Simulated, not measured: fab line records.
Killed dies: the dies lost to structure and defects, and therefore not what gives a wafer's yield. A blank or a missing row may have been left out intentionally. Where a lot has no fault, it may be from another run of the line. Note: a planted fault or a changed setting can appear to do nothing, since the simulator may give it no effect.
fab line records    flow n5-finfet
[record] lots = 11  wafers = 33  last-day = 19
route steps=1938 shown BEOL_M13@1700 BEOL_M14@1734
lots with no fault: from the same line, run without faults
start-h: the number of hours between the record's first day and the start of the first shown wafer of the lot    wait-h: time in hours since the lot's previous step    " unchanged from the row above    L1.1+2: several wafers, shown together as one row    - no value, or no start was given    * or withheld: withheld    < > ~ a bound
route shown NAME@n: NAME is a module with steps in the file, n the number in the route of the first one    usual: mean/standard deviation of fault-free wafers    same: alike in all rows    chamber/n: place in a boat    sites: per-site readings    _std_site: how widely they spread, as a standard deviation    _edge_site: mean of outer sites minus mean of inner sites    radius-mm: how far each site lies from the wafer's centre    mask NAME#n: copy n    behind: the tool/chamber that last shaped the wafer    hold: reason for holding the lot/hours on hold/outcome of the hold    device: whichever transistor did not switch (one of n, p or np)    end of line: at the end of the route, the tests of the same wafers    for a step that has no rows: nothing shown but its recipe    killed: dies lost to structure and defects at the first sort, not the wafer's yield    map: a wafer's dies, x killed, . not, _ none there
set.NAME: the setting that was run; set.NAME@STEP: the one run at that earlier step    model.NAME: the simulator's own value behind a step, which no gauge read
a sample of lots followed through the steps of the route, with each step as a table and each wafer as a row
services: when a tool's chamber went out of use (start-h, in hours from the record's first day, below 0 if earlier), for how many hours, and the reason
[[steps]]
[step N5_BEOL_M13_ETCH_38]
[recipe] chemistry = CF4/N2  target = SiCN  target-depth-a = 675  taper-deg = 2  time-s = 71.9  ion-energy-ev = 150  mask-material = SiO2  pressure-mtorr = 40  source-w = 430  bias-w = 70  Ar_flow_sccm = 100  cf4-flow-sccm = 60  n2-flow-sccm = 60
[usual] drypump-motor-current-A = 5.54/0.3  n2-flow-sccm = 59.99/0.17  oes-product-au = 0.81/0.095  rf-vpp-V = 382.1/2  showerhead-plenum-p-Torr = 2.20/0.068  throttle-valve-pct = 15.36/0.25
[same] time-s = 71.9
lot.wafer  tool         chamber  start-h  wait-h  drypump-motor-current-A  n2-flow-sccm  oes-product-au  rf-hours-counter-h  rf-vpp-V  showerhead-plenum-p-Torr  throttle-valve-pct
L814.2     rie-diel-03  3        293.18   -       5.73                     59.92         0.97            1                   381.0     2.17                      15.30
L814.3     "            0        "        "       5.54                     59.98         0.70            237                 381.2     2.18                      15.43
L814.6     "            0        "        "       5.55                     59.99         0.70            -                   382.8     2.18                      15.45
L815.2     rie-diel-06  2        296.75   -       5.96                     59.91         0.77            133                 385.2     2.30                      15.21
L815.5     "            1        "        "       5.95                     60.27         0.85            -                   384.1     2.24                      15.17
L815.6     "            0        "        "       5.43                     60.28         0.84            -                   384.5     2.23                      15.16
L817.1     rie-diel-01  1        308.04   -       5.56                     60.05         0.69            251                 382.6     2.26                      15.62
L817.2     "            3        "        "       5.65                     60.26         0.74            167                 379.1     2.13                      15.28
L817.6     "            1        "        "       5.58                     60.14         0.68            -                   385.1     2.26                      15.62
L818.1     rie-diel-06  0        320.12   -       5.46                     59.83         0.83            94                  382.8     2.22                      15.16
L818.3     "            2        "        "       5.97                     60.01         0.76            141                 384.9     2.30                      15.22
L818.6     "            0        "        "       5.45                     59.94         0.84            -                   384.6     2.23                      15.19
L823.1     rie-diel-01  0        329.78   -       5.05                     59.69         0.78            111                 383.7     2.22                      15.62
L823.4     "            3        "        "       5.66                     59.79         0.74            -                   381.0     2.12                      15.26
L823.5     "            0        "        "       5.07                     59.65         0.78            -                   382.5     2.22                      15.65
L826.1     rie-diel-03  2        359.31   -       5.36                     59.95         0.70            223                 383.4     2.19                      16.04
L826.2     "            1        "        "       5.22                     60.12         0.73            192                 377.4     2.02                      15.34
L826.5     "            3        "        "       5.69                     59.86         0.90            -                   380.6     2.16                      15.35
L828.3     rie-diel-01  1        377.86   -       5.57                     60.20         0.95            10                  383.4     2.25                      15.13
L828.4     "            3        "        "       5.67                     60.05         0.71            193                 379.3     2.12                      15.32
L828.5     "            3        "        "       5.69                     60.10         0.72            -                   379.5     2.12                      15.31
L830.3     rie-diel-03  0        388.66   -       5.56                     60.03         0.98            4                   382.1     2.17                      14.98
L830.5     "            0        "        "       5.56                     60.09         0.98            -                   381.3     2.17                      14.99
L830.6     "            3        "        "       5.72                     59.74         0.88            -                   380.0     2.16                      15.34
L831.1     rie-diel-01  2        389.63   -       5.68                     59.80         0.90            20                  380.5     2.17                      15.26
L831.2     "            0        "        "       5.07                     59.76         0.76            128                 382.6     2.22                      15.67
L831.4     "            3        "        "       5.65                     60.34         0.71            197                 379.6     2.12                      15.32
L829.1     rie-diel-01  2        390.21   -       5.68                     60.21         0.91            20                  380.1     2.17                      15.26
L829.3     "            1        "        "       5.58                     59.94         0.94            14                  381.9     2.25                      15.14
L829.5     "            1        "        "       5.60                     59.88         0.95            -                   383.8     2.25                      15.15
L834.2     rie-diel-03  2        420.87   -       5.28                     59.91         0.69            243                 382.0     2.18                      16.07
L834.4     "            3        "        "       5.70                     60.16         0.87            43                  380.2     2.16                      15.37
L834.6     "            3        "        "       5.70                     59.95         0.87            -                   381.1     2.16                      15.38
[step N5_BEOL_M13_RS_MEAS_54]
[recipe] thk-meas-gauge = four-point-probe  reads = Cu_of_BEOL_M13_ECD_47+Ta_of_BEOL_M13_SPUTTER_44+TaN_of_BEOL_M13_SPUTTER_43
[usual] M13_RS = 0.0451/0.00076
lot.wafer  tool           chamber  start-h  wait-h  M13_RS[ohm/sq]
L814.2     film-metro-01  -        295.18   0.1     0.0461
L814.3     "              -        "        "       0.0452
L814.6     "              -        "        "       0.0452
L815.2     film-metro-01  -        298.43   0.1     0.0443
L815.5     "              -        "        "       0.0447
L815.6     "              -        "        "       0.0457
L817.1     film-metro-02  -        309.63   0.0     0.0463
L817.2     "              -        "        "       0.0450
L817.6     "              -        "        "       0.0463
L818.1     film-metro-02  -        324.36   0.0     0.0441
L818.3     "              -        "        "       0.0447
L818.6     "              -        "        "       0.0456
L823.1     film-metro-02  -        333.39   0.0     0.0469
L823.4     "              -        "        "       0.0454
L823.5     "              -        "        "       0.0454
L826.1     film-metro-01  -        362.36   0.0     0.0444
L826.2     "              -        "        "       0.0456
L826.5     "              -        "        "       0.0443
L828.3     film-metro-01  -        380.21   0.1     0.0440
L828.4     "              -        "        "       0.0440
L828.5     "              -        "        "       0.0448
L830.3     film-metro-01  -        390.70   0.1     0.0446
L830.5     "              -        "        "       0.0441
L830.6     "              -        "        "       0.0455
L831.1     film-metro-01  -        391.60   0.0     0.0445
L831.2     "              -        "        "       0.0452
L831.4     "              -        "        "       0.0452
L829.1     film-metro-02  -        392.41   0.0     0.0450
L829.3     "              -        "        "       0.0458
L829.5     "              -        "        "       0.0453
L834.2     film-metro-01  -        422.67   0.1     0.0447
L834.4     "              -        "        "       0.0452
L834.6     "              -        "        "       0.0450
[step N5_BEOL_M14_STRIP_71]
[recipe] chemistry = post-etch-residue-remover  time-s = 60  temp-c = 25  remover-ph = withheld  remover-water-wt-pct = withheld  remover-fluoride-wt-pct = withheld
[usual] run-length-s = 69/3.1  temp-c = 24.99/0.11  time-s = 60/0
lot.wafer  tool          chamber  start-h  wait-h  run-length-s  temp-c  time-s
L814.2     wet-bench-06  4        296.21   -       -             -       -
L814.3     "             0        "        "       -             -       -
L814.6     "             5        "        "       -             -       -
L815.2     wet-bench-01  1        299.49   -       -             -       -
L815.5     "             4        "        "       -             -       -
L815.6     "             5        "        "       -             -       -
L817.1     wet-bench-01  2        310.79   -       -             -       -
L817.2     "             5        "        "       -             -       -
L817.6     "             1        "        "       -             -       -
L818.1     wet-bench-06  4        325.51   -       66            25.11   60
L818.3     "             3        "        "       67            24.85   60
L818.6     "             1        "        "       66            25.24   60
L823.1     wet-bench-06  3        334.49   -       67            25.25   60
L823.4     "             5        "        "       67            24.94   60
L823.5     "             2        "        "       66            25.10   60
L826.1     wet-bench-01  1        363.54   -       66            24.84   60
L826.2     "             6        "        "       66            25.04   60
L826.5     "             7        "        "       66            24.98   60
L828.3     wet-bench-06  2        381.36   -       72            25.06   60
L828.4     "             1        "        "       72            25.05   60
L828.5     "             4        "        "       72            25.17   60
L830.3     wet-bench-01  5        391.74   -       73            25.03   60
L830.5     "             0        "        "       72            25.18   60
L830.6     "             1        "        "       73            24.89   60
L831.1     wet-bench-05  1        392.68   -       66            24.95   60
L831.2     "             4        "        "       67            25.13   60
L831.4     "             5        "        "       67            24.98   60
L829.1     wet-bench-01  7        394.01   -       73            24.87   60
L829.3     "             3        "        "       71            24.84   60
L829.5     "             4        "        "       74            24.98   60
L834.2     wet-bench-01  6        423.70   -       73            25.12   60
L834.4     "             5        "        "       71            24.90   60
L834.6     "             1        "        "       73            24.80   60
[step N5_BEOL_M14_INSPECT_30]
[recipe] mode = adi  inspect-instrument = macro
[usual] raw-defect-count = 2.0/1.3
lot.wafer  tool               chamber  start-h  wait-h  raw-defect-count
L814.2     defect-inspect-01  -        296.65   0.0     2
L814.3     "                  -        "        "       5
L814.6     "                  -        "        "       3
L815.2     defect-inspect-02  -        299.96   0.0     2
L815.5     "                  -        "        "       3
L815.6     "                  -        "        "       3
L817.1     defect-inspect-01  -        311.23   0.0     0
L817.2     "                  -        "        "       1
L817.6     "                  -        "        "       2
L818.1     defect-inspect-02  -        326.08   0.0     1
L818.3     "                  -        "        "       1
L818.6     "                  -        "        "       3
L823.1     defect-inspect-01  -        335.05   0.0     2
L823.4     "                  -        "        "       2
L823.5     "                  -        "        "       4
L826.1     defect-inspect-01  -        363.98   0.0     2
L826.2     "                  -        "        "       2
L826.5     "                  -        "        "       3
L828.3     defect-inspect-02  -        381.81   0.0     1
L828.4     "                  -        "        "       2
L828.5     "                  -        "        "       2
L830.3     defect-inspect-01  -        392.18   0.0     3
L830.5     "                  -        "        "       2
L830.6     "                  -        "        "       1
L831.1     defect-inspect-01  -        393.25   0.0     0
L831.2     "                  -        "        "       0
L831.4     "                  -        "        "       2
L829.1     defect-inspect-01  -        394.59   0.0     2
L829.3     "                  -        "        "       2
L829.5     "                  -        "        "       4
L834.2     defect-inspect-02  -        424.14   0.0     1
L834.4     "                  -        "        "       2
L834.6     "                  -        "        "       2
[[services]]
tool         chamber  start-h  hours  kind
rie-diel-06  2        269.26   3.9    repair
rie-diel-03  3        274.20   -      clean
rie-diel-03  3        274.20   -      consumable-replace:focus-ring
rie-diel-03  3        274.20   15.2   scheduled-down
rie-diel-03  3        274.20   15.2   vent-cycle
rie-diel-01  0        275.92   17.7   repair
rie-diel-01  2        304.47   -      clean
rie-diel-01  2        304.47   -      consumable-replace:focus-ring
rie-diel-01  2        304.47   25.8   scheduled-down
rie-diel-01  2        304.47   25.8   vent-cycle
rie-diel-01  1        330.27   -      clean
rie-diel-01  1        330.27   -      consumable-replace:focus-ring
rie-diel-01  1        330.27   16.7   scheduled-down
rie-diel-01  1        330.27   16.7   vent-cycle
rie-diel-03  0        338.53   -      clean
rie-diel-03  0        338.53   -      consumable-replace:focus-ring
rie-diel-03  0        338.53   20.6   scheduled-down
rie-diel-03  -        339.99   0.7    repair
rie-diel-06  0        356.11   2.4    repair
rie-diel-01  0        358.70   5.0    repair
rie-diel-03  0        364.52   16.1   repair
rie-diel-01  0        367.00   3.0    repair
rie-diel-06  2        374.77   20.6   repair
rie-diel-06  3        411.55   5.7    repair
[[key]]
[first-sign] step = N5_BEOL_M14_STRIP_71  reading = tool-record  direction = missing
effect none on later readings
met-at N5_BEOL_M14_STRIP_71
struck-lots L814,L815,L817
not-acting-at N5_BEOL_M13_ETCH_38,N5_BEOL_M13_RS_MEAS_54,N5_BEOL_M14_INSPECT_30
[fault] kind = skipped-step-whole  tool = wet-bench-01,wet-bench-06  chamber = -  onset-h = 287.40  steps = N5_BEOL_M14_STRIP_71  scope = struck-lots-only
